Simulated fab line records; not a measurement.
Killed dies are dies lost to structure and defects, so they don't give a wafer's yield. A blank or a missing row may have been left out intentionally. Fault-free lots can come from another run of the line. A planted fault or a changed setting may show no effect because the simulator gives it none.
fab line records	flow n5_finfet
record lots=11	wafers=33	last_day=16
route steps=1938 shown BEOL_M15@1785 PASSIVATION@1936
lots untouched by any fault: they come from a run of this same line in which no faults occurred
start_h: start of the lot's first displayed wafer, in hours after the record's first day	wait_h: hours elapsed since this lot's preceding step	" repeats the value in the row above	L1.1+2: several wafers, shown together as one row	- value missing, or start not given	* or withheld: withheld	< > ~ a bound
route shown NAME@n: NAME is a module with steps in the file, n the number in the route of the first one	usual: mean and standard deviation over wafers with no fault	same: alike in all rows	chamber/n: place in a boat	sites: each site's reading	_std_site: the standard deviation of these	_edge_site: outer sites' mean less inner sites'	radius_mm: how far each site lies from the wafer's centre	mask NAME#n: copy n	behind: tool/chamber where the wafer was last shaped	hold: what put the lot on hold/how long, in hours/how the hold closed	device: the n, p or np transistor that did not switch	end of line: the tests these same wafers got at the end of their route	a step given without rows: its recipe and nothing more	killed: count of dies lost to structure and defects at first sort (not the wafer's yield)	map: shows each die of a wafer: x if killed, . if not, _ if none is there
set.NAME: the setting that was run; set.NAME@STEP: the one run at that earlier step	model.NAME: the simulator's own value behind a step, which no gauge read
one table for each step of the route and one row for each wafer, over a sample of lots
services: from which hour (start_h, from the record's first day; less than 0 if before it) a tool's chamber was out of use, for how many hours, and why
## steps
# step N5_BEOL_M15_INSPECT_12
# recipe mode=adi	inspect_instrument=macro
# usual raw_defect_count=2.2/1.4
lot.wafer	tool	chamber	start_h	wait_h	raw_defect_count
L620.2	defect_inspect-02	-	259.24	0.0	3
L620.4	"	-	"	"	1
L620.6	"	-	"	"	4
L622.1	defect_inspect-01	-	273.55	0.0	6
L622.2	"	-	"	"	3
L622.5	"	-	"	"	0
L624.3	defect_inspect-02	-	281.97	0.0	1
L624.4	"	-	"	"	3
L624.6	"	-	"	"	0
L625.3	defect_inspect-01	-	286.96	0.0	0
L625.5	"	-	"	"	1
L625.6	"	-	"	"	3
L626.2	defect_inspect-02	-	287.49	0.0	2
L626.3	"	-	"	"	3
L626.4	"	-	"	"	0
L629.2	defect_inspect-02	-	310.86	0.0	1
L629.4	"	-	"	"	4
L629.5	"	-	"	"	1
L630.1	defect_inspect-02	-	316.69	0.0	1
L630.3	"	-	"	"	4
L630.5	"	-	"	"	2
L634.1	defect_inspect-01	-	335.52	0.0	4
L634.5	"	-	"	"	1
L634.6	"	-	"	"	1
L635.1	defect_inspect-01	-	338.64	0.0	0
L635.3	"	-	"	"	3
L635.4	"	-	"	"	1
L636.2	defect_inspect-02	-	360.79	0.0	3
L636.5	"	-	"	"	0
L636.6	"	-	"	"	3
L639.1	defect_inspect-01	-	368.66	0.0	2
L639.5	"	-	"	"	4
L639.6	"	-	"	"	3
# step N5_BEOL_M15_EXPOSE_25
# recipe mask_id=M15	na=0.8	source_shape=annular	sigma_inner=0.5	sigma_outer=0.8	polarization=unpolarized	target_cd_nm=400	dose_mj=35.5
# same sigma_outer=0.8
lot.wafer	tool	chamber	start_h	wait_h	mask
L620.2+4+6	krf_scanner-02	0	260.51	-	M15#0
L622.1+2+5	krf_scanner-01	0	275.04	-	M15#0
L624.3+4+6	krf_scanner-01	0	284.27	-	M15#0
L625.3+5+6	krf_scanner-01	0	288.24	-	M15#0
L626.2+3+4	krf_scanner-01	0	288.73	-	M15#0
L629.2+4+5	krf_scanner-02	0	312.18	-	M15#0
L630.1+3+5	krf_scanner-02	0	318.20	-	M15#0
L634.1+5+6	krf_scanner-02	0	336.88	-	M15#0
L635.1+3+4	krf_scanner-02	0	340.02	-	M15#0
L636.2+5+6	krf_scanner-02	0	362.42	-	M15#0
L639.1+5+6	krf_scanner-02	0	369.89	-	M15#0
# step N5_BEOL_M15_CD_MEAS_28
# recipe target_cd_nm=407.6	landing_energy_ev=500	detector=se_inlens
# usual cd_nm=407.2/1.7
lot.wafer	tool	chamber	start_h	wait_h	cd_nm
L620.2	cd_sem-02	0	260.67	-	405.4
L620.4	"	0	"	"	406.7
L620.6	"	0	"	"	405.4
L622.1	cd_sem-01	0	275.22	-	407.0
L622.2	"	0	"	"	406.7
L622.5	"	0	"	"	406.6
L624.3	cd_sem-01	0	284.44	-	407.0
L624.4	"	0	"	"	408.7
L624.6	"	0	"	"	408.1
L625.3	cd_sem-01	0	288.40	-	407.1
L625.5	"	0	"	"	406.8
L625.6	"	0	"	"	406.4
L626.2	cd_sem-02	0	288.90	-	408.2
L626.3	"	0	"	"	408.8
L626.4	"	0	"	"	408.7
L629.2	cd_sem-02	0	312.35	-	406.7
L629.4	"	0	"	"	407.7
L629.5	"	0	"	"	405.8
L630.1	cd_sem-03	0	318.38	-	406.6
L630.3	"	0	"	"	406.3
L630.5	"	0	"	"	407.1
L634.1	cd_sem-01	0	337.05	-	411.1
L634.5	"	0	"	"	410.8
L634.6	"	0	"	"	410.5
L635.1	cd_sem-02	0	340.20	-	409.2
L635.3	"	0	"	"	407.5
L635.4	"	0	"	"	407.5
L636.2	cd_sem-01	0	362.59	-	407.1
L636.5	"	0	"	"	406.4
L636.6	"	0	"	"	406.5
L639.1	cd_sem-02	0	370.07	-	407.9
L639.5	"	0	"	"	409.8
L639.6	"	0	"	"	410.3
# step N5_BEOL_M15_OVL_MEAS_29
# recipe points_per_wafer=44
# usual M15_OVL=-1/4.3
# same points_per_wafer=44
lot.wafer	tool	chamber	start_h	wait_h	M15_OVL[nm]
L620.2	overlay-02	0	260.70	0.0	-2
L620.4	"	0	"	"	-2
L620.6	"	0	"	"	5
L622.1	overlay-01	0	275.25	0.0	-2
L622.2	"	0	"	"	8
L622.5	"	0	"	"	0
L624.3	overlay-02	0	284.47	0.0	-1
L624.4	"	0	"	"	-1
L624.6	"	0	"	"	-6
L625.3	overlay-01	0	288.43	0.0	62
L625.5	"	0	"	"	59
L625.6	"	0	"	"	59
L626.2	overlay-01	0	288.93	0.0	61
L626.3	"	0	"	"	61
L626.4	"	0	"	"	55
L629.2	overlay-02	0	312.39	0.0	3
L629.4	"	0	"	"	3
L629.5	"	0	"	"	-2
L630.1	overlay-02	0	318.41	0.0	-5
L630.3	"	0	"	"	-9
L630.5	"	0	"	"	-2
L634.1	overlay-01	0	337.08	0.0	1
L634.5	"	0	"	"	0
L634.6	"	0	"	"	2
L635.1	overlay-02	0	340.23	0.0	-8
L635.3	"	0	"	"	1
L635.4	"	0	"	"	-3
L636.2	overlay-02	0	362.62	0.0	4
L636.5	"	0	"	"	-3
L636.6	"	0	"	"	-1
L639.1	overlay-02	0	370.10	0.0	-5
L639.5	"	0	"	"	-9
L639.6	"	0	"	"	-11
# step N5_BEOL_M15_ETCH_38
# recipe chemistry=CF4/N2	target=SiCN	target_depth_a=1064	taper_deg=2	time_s=120.5	ion_energy_ev=150	mask_material=SiO2	pressure_mtorr=40	source_w=430	bias_w=70	Ar_flow_sccm=100	cf4_flow_sccm=60	n2_flow_sccm=60
# usual drypump_motor_current_A=5.8/0.45	n2_flow_sccm=60.01/0.18	oes_product_au=0.79/0.1	rf_vpp_V=381.1/1.9	showerhead_plenum_p_Torr=2.17/0.069	throttle_valve_pct=15.41/0.25
lot.wafer	tool	chamber	start_h	wait_h	drypump_motor_current_A	n2_flow_sccm	oes_product_au	rf_hours_counter_h	rf_vpp_V	showerhead_plenum_p_Torr	throttle_valve_pct
L620.2	rie_diel-04	2	-	-	5.7	59.88	0.92	18	379.7	2.17	15.30
L620.4	"	2	"	"	5.7	60.02	0.92	-	381.2	2.17	15.28
L620.6	"	0	"	"	5.6	60.01	0.68	-	380.4	2.18	15.83
L622.1	rie_diel-03	1	-	-	4.7	60.31	0.93	27	383.8	2.25	15.17
L622.2	"	3	"	"	6.2	60.20	0.77	135	379.3	2.13	15.48
L622.5	"	0	"	"	6.1	60.00	0.73	-	379.5	2.10	15.67
L624.3	rie_diel-03	2	-	-	6.2	60.16	0.70	202	379.8	2.11	15.51
L624.4	"	0	"	"	6.1	59.94	0.72	212	379.3	2.10	15.66
L624.6	"	1	"	"	4.7	60.00	0.92	-	384.0	2.25	15.16
L625.3	rie_diel-04	1	-	-	6.1	60.29	0.72	196	384.2	2.28	15.43
L625.5	"	0	"	"	5.6	59.86	0.67	-	380.9	2.17	15.87
L625.6	"	3	"	"	5.8	59.99	0.70	-	381.1	2.17	15.73
L626.2	rie_diel-03	3	-	-	6.2	59.70	0.77	140	379.7	2.12	15.47
L626.3	"	1	"	"	4.7	59.95	0.91	33	383.2	2.25	15.16
L626.4	"	0	"	"	6.1	59.87	0.73	212	379.9	2.10	15.66
L629.2	rie_diel-02	0	-	-	5.7	60.07	0.71	183	382.4	2.20	15.73
L629.4	"	0	"	"	5.7	60.21	0.71	-	381.4	2.20	15.73
L629.5	"	2	"	"	5.2	59.92	0.87	-	381.1	2.15	14.95
L630.1	rie_diel-04	3	-	-	5.8	60.20	1.02	1	381.7	2.17	15.23
L630.3	"	1	"	"	6.1	60.11	0.72	208	382.9	2.28	15.47
L630.5	"	3	"	"	5.8	60.04	1.02	-	382.2	2.17	15.20
L634.1	rie_diel-04	3	-	-	5.8	59.45	0.99	6	380.5	2.17	15.24
L634.5	"	1	"	"	6.1	60.12	0.71	-	384.3	2.27	15.47
L634.6	"	2	"	"	5.7	59.79	0.88	-	381.3	2.16	15.34
L635.1	rie_diel-03	2	-	-	6.2	60.12	0.69	218	378.1	2.10	15.57
L635.3	"	0	"	"	6.1	60.38	0.71	229	379.8	2.09	15.69
L635.4	"	1	"	"	4.7	60.24	0.90	49	381.8	2.24	15.21
L636.2	rie_diel-02	0	-	-	5.7	60.36	0.70	200	382.4	2.19	15.78
L636.5	"	1	"	"	5.7	60.15	0.73	-	378.2	2.03	15.17
L636.6	"	0	"	"	5.7	60.29	0.70	-	382.0	2.19	15.76
L639.1	rie_diel-02	3	-	-	6.3	60.23	0.84	54	382.1	2.24	14.99
L639.5	"	3	"	"	6.3	60.19	0.84	-	382.9	2.24	14.99
L639.6	"	1	"	"	5.7	60.05	0.72	-	378.8	2.02	15.15
# step N5_PASSIVATION_PROBE_49
# usual defect_limited_yield=91.5/1.3	killed_at_M0_to_M3=33/11	killed_at_M4_up=14/5.3	killed_at_contacts=11/6.3	killed_at_front_end=38/10	killed_at_other=3.7/2.8	killed_dies=101/16	killed_on_rim=13/3.4	killed_open=67/12	killed_short=32/7.4	sort_bin_5_function=5.0/0.86	sort_bin_6_memory=3.2/0.69	sort_bin_8_speed=0.00/0.007	sort_n_pass=1079/16	sort_yield_pct=91.5/1.3
# same gross_dies=1180	killed_at_back_side=0	sort_bin_4_leakage[%]=0
lot.wafer	tool	chamber	start_h	wait_h	defect_limited_yield[%]	killed_at_M0_to_M3	killed_at_M4_up	killed_at_contacts	killed_at_front_end	killed_at_other	killed_dies	killed_on_rim	killed_open	killed_short	sort_bin_5_function[%]	sort_bin_6_memory[%]	sort_bin_8_speed[%]	sort_n_pass	sort_yield_pct[%]
L620.2	prober-01	-	281.75	0.2	92.6	50	4	12	21	0	87	13	62	23	4.3	2.8	0	1093	92.6
L620.4	prober-01	-	281.85	0.3	92.5	39	6	7	37	0	89	15	57	29	4.2	2.9	0	1091	92.5
L620.6	prober-01	-	281.95	0.4	92.7	42	10	15	18	1	86	14	58	27	4.9	2.2	0	1094	92.7
L625.3	prober-02	-	304.89	0.1	93.6	20	17	16	20	3	76	8	46	29	2.8	3.1	0	1104	93.6
L625.5	prober-02	-	304.99	0.2	90.9	26	16	22	41	2	107	11	82	24	5.2	3.5	0	1073	90.9
L625.6	prober-02	-	305.04	0.3	93.0	21	12	15	34	1	83	15	54	26	4.1	2.8	0	1097	93.0
L626.2	prober-02	-	306.20	0.1	89.7	37	22	9	49	4	121	18	89	32	5.7	4.4	0	1059	89.7
L626.3	prober-02	-	306.25	0.1	93.1	26	23	4	27	1	81	9	52	28	4.0	2.6	0	1099	93.1
L626.4	prober-02	-	306.30	0.2	89.3	46	12	10	56	2	126	11	81	45	6.4	4.0	0	1054	89.3
L629.2	prober-02	-	333.15	0.1	90.9	22	11	12	61	1	107	14	73	33	4.8	4.0	0	1073	90.9
L629.4	prober-02	-	333.25	0.2	92.2	29	15	8	34	6	92	20	69	19	4.8	2.9	0	1088	92.2
L629.5	prober-02	-	333.30	0.2	90.8	25	21	11	46	5	108	15	77	28	5.3	3.5	0	1072	90.8
L634.1	prober-01	-	356.41	0.0	92.0	23	28	14	26	3	94	13	66	27	5.1	2.5	0	1086	92.0
L634.5	prober-01	-	356.61	0.2	93.3	28	10	6	31	4	79	9	60	18	4.1	2.5	0	1101	93.3
L634.6	prober-01	-	356.66	0.3	90.8	22	17	5	56	8	108	16	73	34	5.5	3.6	0	1072	90.8
L635.1	prober-02	-	362.77	0.0	91.4	41	6	3	44	7	101	13	48	49	4.7	3.3	0	1079	91.4
L635.3	prober-02	-	362.87	0.1	91.8	28	17	8	44	0	97	17	66	31	5.5	2.3	0	1083	91.8
L635.4	prober-02	-	362.92	0.2	92.2	48	8	2	28	6	92	7	57	34	4.2	3.4	0	1088	92.2
L636.2	prober-02	-	381.80	0.1	91.7	37	9	3	39	10	98	10	55	42	4.8	2.8	0	1082	91.7
L636.5	prober-02	-	381.95	0.2	90.6	38	13	10	43	7	111	15	66	41	5.2	3.7	0	1069	90.6
L636.6	prober-02	-	382.00	0.3	90.5	25	16	22	46	3	112	16	73	37	5.8	3.4	0	1068	90.5
# killed by level:class
L620.2 BEOL_M3:geometric_particle:open=15 MOL_CONTACT_COAG:geometric_particle:open=11 BEOL_M0_SAQP:geometric_particle:open=8 BEOL_M0_SAQP:geometric_particle:short=7 STI_FIN_REVEAL:geometric_particle:open=6 BEOL_M0:geometric_particle:open=5 GATE_CUT:geometric_particle:open=4 BEOL_M1:geometric_particle:open=4
L620.4 STI_FIN_REVEAL:geometric_particle:open=11 BEOL_M1:geometric_particle:open=8 MOL_CONTACT_COAG:geometric_particle:open=6 BEOL_M1:geometric_particle:short=6 GATE_CUT:geometric_particle:short=5 BEOL_M0:geometric_particle:open=5 BEOL_M3:geometric_particle:open=5 BEOL_M2:geometric_particle:open=4
L620.6 BEOL_M0_SAQP:geometric_particle:open=15 MOL_CONTACT_COAG:geometric_particle:open=12 BEOL_M0_SAQP:geometric_particle:short=9 GATE_CUT:geometric_particle:short=5 BEOL_M3:geometric_particle:open=5 BEOL_M1:geometric_particle:open=4 BEOL_M2:geometric_particle:open=4 STI_FIN_REVEAL:geometric_particle:open=3
L625.3 MOL_CONTACT_COAG:geometric_particle:open=12 BEOL_M0_SAQP:geometric_particle:open=6 BEOL_M7:geometric_particle:open=6 GATE_CUT:geometric_particle:short=4 MOL_CONTACT_COAG:geometric_particle:short=4 BEOL_M0_SAQP:geometric_particle:short=4 BEOL_M1:geometric_particle:open=4 BEOL_M4:geometric_particle:open=4
L625.5 MOL_CONTACT_COAG:geometric_particle:open=19 STI_FIN_REVEAL:geometric_particle:open=11 BEOL_M3:geometric_particle:open=10 BEOL_M4:geometric_particle:open=8 FIN_SAQP:geometric_particle:open=7 GATE_CUT:geometric_particle:short=6 FIN_SAQP:geometric_particle:short=4 BEOL_M1:geometric_particle:open=4
L625.6 MOL_CONTACT_COAG:geometric_particle:open=11 FIN_SAQP:geometric_particle:short=9 FIN_SAQP:geometric_particle:open=8 BEOL_M0_SAQP:geometric_particle:open=6 BEOL_M3:geometric_particle:open=5 STI_FIN_REVEAL:geometric_particle:open=4 MOL_CONTACT_COAG:geometric_particle:short=4 BEOL_M4:geometric_particle:open=4
L626.2 FIN_SAQP:geometric_particle:open=15 BEOL_M4:geometric_particle:open=13 BEOL_M2:geometric_particle:open=11 BEOL_M0_SAQP:geometric_particle:open=10 FIN_SAQP:geometric_particle:short=7 STI_FIN_REVEAL:geometric_particle:open=7 MOL_CONTACT_COAG:geometric_particle:open=7 BEOL_M1:geometric_particle:open=5
L626.3 BEOL_M4:geometric_particle:open=10 FIN_SAQP:geometric_particle:open=7 FIN_SAQP:geometric_particle:short=7 BEOL_M1:geometric_particle:open=6 BEOL_M3:geometric_particle:open=5 BEOL_M3:geometric_particle:short=5 BEOL_M5:geometric_particle:open=4 DUMMY_GATE:geometric_particle:open=3
L626.4 FIN_SAQP:geometric_particle:open=28 BEOL_M3:geometric_particle:short=12 MOL_CONTACT_COAG:geometric_particle:open=10 BEOL_M1:geometric_particle:short=10 FIN_SAQP:geometric_particle:short=9 BEOL_M4:geometric_particle:open=6 BEOL_M0_SAQP:geometric_particle:short=5 DUMMY_GATE:geometric_particle:open=5
L629.2 STI_FIN_REVEAL:geometric_particle:open=26 FIN_SAQP:geometric_particle:open=9 MOL_CONTACT_COAG:geometric_particle:open=8 STI_FIN_REVEAL:geometric_particle:short=6 GATE_CUT:geometric_particle:short=6 BEOL_M2:geometric_particle:open=6 BEOL_M7:geometric_particle:open=4 FIN_SAQP:geometric_particle:short=3
L629.4 STI_FIN_REVEAL:geometric_particle:open=14 BEOL_M2:geometric_particle:open=10 MOL_CONTACT_COAG:geometric_particle:open=7 BEOL_M4:geometric_particle:open=7 BEOL_M3:geometric_particle:open=4 GATE_CUT:geometric_particle:open=3 BEOL_M0_SAQP:geometric_particle:short=3 BEOL_M0_SAQP:geometric_particle:open=3
L629.5 BEOL_M4:geometric_particle:open=14 STI_FIN_REVEAL:geometric_particle:open=11 BEOL_M3:geometric_particle:open=9 MOL_CONTACT_COAG:geometric_particle:open=8 DUMMY_GATE:geometric_particle:open=6 FIN_SAQP:geometric_particle:short=5 GATE_CUT:geometric_particle:short=4 BEOL_M2:geometric_particle:open=4
L634.1 BEOL_M4:geometric_particle:open=12 MOL_CONTACT_COAG:geometric_particle:open=11 FIN_SAQP:geometric_particle:short=6 BEOL_M4:geometric_particle:short=6 FIN_SAQP:geometric_particle:open=5 BEOL_M0_SAQP:geometric_particle:open=5 BEOL_M0_SAQP:geometric_particle:short=5 BEOL_M5:geometric_particle:open=5
L634.5 STI_FIN_REVEAL:geometric_particle:open=9 BEOL_M2:geometric_particle:open=9 BEOL_M3:geometric_particle:open=7 MOL_CONTACT_COAG:geometric_particle:open=6 FIN_SAQP:geometric_particle:open=5 BEOL_M0_SAQP:geometric_particle:short=4 BEOL_M0_SAQP:geometric_particle:open=4 FIN_SAQP:geometric_particle:short=3
L634.6 FIN_SAQP:geometric_particle:open=14 STI_FIN_REVEAL:geometric_particle:open=11 FIN_SAQP:geometric_particle:short=8 BEOL_M3:geometric_particle:open=8 BEOL_M4:geometric_particle:open=6 MOL_CONTACT_COAG:geometric_particle:open=5 BEOL_M4:geometric_particle:short=5 MIM_TOP:geometric_particle:short=5
L635.1 FIN_SAQP:geometric_particle:short=12 BEOL_M0_SAQP:geometric_particle:short=11 BEOL_M3:geometric_particle:open=8 BEOL_M0_SAQP:geometric_particle:open=8 BEOL_M1:geometric_particle:open=8 STI_FIN_REVEAL:geometric_particle:open=7 STI_FIN_REVEAL:geometric_particle:short=6 ILD0:geometric_particle:open=3
L635.3 STI_FIN_REVEAL:geometric_particle:open=13 FIN_SAQP:geometric_particle:short=11 MOL_CONTACT_COAG:geometric_particle:open=7 BEOL_M3:geometric_particle:open=7 BEOL_M0_SAQP:geometric_particle:open=6 FIN_SAQP:geometric_particle:open=5 DUMMY_GATE:geometric_particle:open=5 BEOL_M4:geometric_particle:open=5
L635.4 STI_FIN_REVEAL:geometric_particle:open=11 BEOL_M3:geometric_particle:open=11 BEOL_M0_SAQP:geometric_particle:short=10 BEOL_M0_SAQP:geometric_particle:open=9 FIN_SAQP:geometric_particle:short=5 BEOL_M0:geometric_particle:open=5 BEOL_M1:geometric_particle:open=4 BEOL_M3:geometric_particle:short=4
L636.2 BEOL_M0_SAQP:geometric_particle:short=8 BEOL_M1:geometric_particle:open=7 FIN_SAQP:geometric_particle:short=6 BEOL_M1:geometric_particle:short=6 FIN_SAQP:geometric_particle:open=5 BEOL_M0_SAQP:geometric_particle:open=5 BEOL_M3:geometric_particle:open=5 MIM_BOT:geometric_particle:short=5
L636.5 BEOL_M3:geometric_particle:open=16 STI_FIN_REVEAL:geometric_particle:open=9 FIN_SAQP:geometric_particle:open=8 BEOL_M4:geometric_particle:open=7 GATE_CUT:geometric_particle:short=6 MIM_TOP:geometric_particle:short=6 FIN_SAQP:geometric_particle:short=5 MOL_CONTACT_COAG:geometric_particle:open=5
L636.6 MOL_CONTACT_COAG:geometric_particle:open=19 FIN_SAQP:geometric_particle:short=10 STI_FIN_REVEAL:geometric_particle:open=7 FIN_SAQP:geometric_particle:open=6 GATE_CUT:geometric_particle:short=6 BEOL_M4:geometric_particle:open=6 BEOL_M1:geometric_particle:open=5 BEOL_M2:geometric_particle:open=5
## services
tool	chamber	start_h	hours	kind
krf_scanner-02	-	238.57	0.8	pm
krf_scanner-01	-	241.07	3.0	pm
rie_diel-04	2	250.08	2.5	repair
rie_diel-04	3	257.50	8.1	repair
rie_diel-02	-	270.26	14.6	pm
krf_scanner-01	-	272.40	1.0	pm
krf_scanner-02	-	285.57	3.5	repair
krf_scanner-01	-	289.12	0.8	pm
rie_diel-02	-	289.47	0.3	repair
krf_scanner-01	-	298.18	0.8	pm
rie_diel-04	3	298.96	-	clean
rie_diel-04	3	298.96	-	consumable_replace:focus_ring
rie_diel-04	3	298.96	20.0	scheduled_down
rie_diel-04	3	298.96	20.0	vent_cycle
krf_scanner-02	0	304.82	-	calibration
krf_scanner-02	-	316.87	1.3	pm
krf_scanner-01	-	318.01	1.0	repair
rie_diel-04	0	318.99	-	clean
rie_diel-04	0	318.99	-	consumable_replace:focus_ring
rie_diel-04	0	318.99	15.8	scheduled_down
rie_diel-04	0	318.99	15.8	vent_cycle
krf_scanner-02	-	319.02	1.0	pm
krf_scanner-01	-	329.79	2.1	repair
krf_scanner-01	-	364.75	1.3	pm
## key
first_sign step=N5_BEOL_M15_OVL_MEAS_29	reading=M15_OVL	direction=up	sigmas=14	usual=-1	struck=59
effect none on later readings
met_at N5_BEOL_M15_EXPOSE_25
struck_lots L625,L626
not_acting_at N5_BEOL_M15_INSPECT_12,N5_BEOL_M15_CD_MEAS_28,N5_BEOL_M15_ETCH_38
onset_between 284.27 288.24
earlier_fault kind=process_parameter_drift	tool=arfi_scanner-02	chamber=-	onset_h=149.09	steps=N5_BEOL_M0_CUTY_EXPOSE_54	channel=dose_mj	offset=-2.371	shape=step	acts_in=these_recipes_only	stated=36
fault kind=scanner_matching_overlay	tool=krf_scanner-01	chamber=-	onset_h=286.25	steps=N5_BEOL_M15_EXPOSE_25	offset=61.374
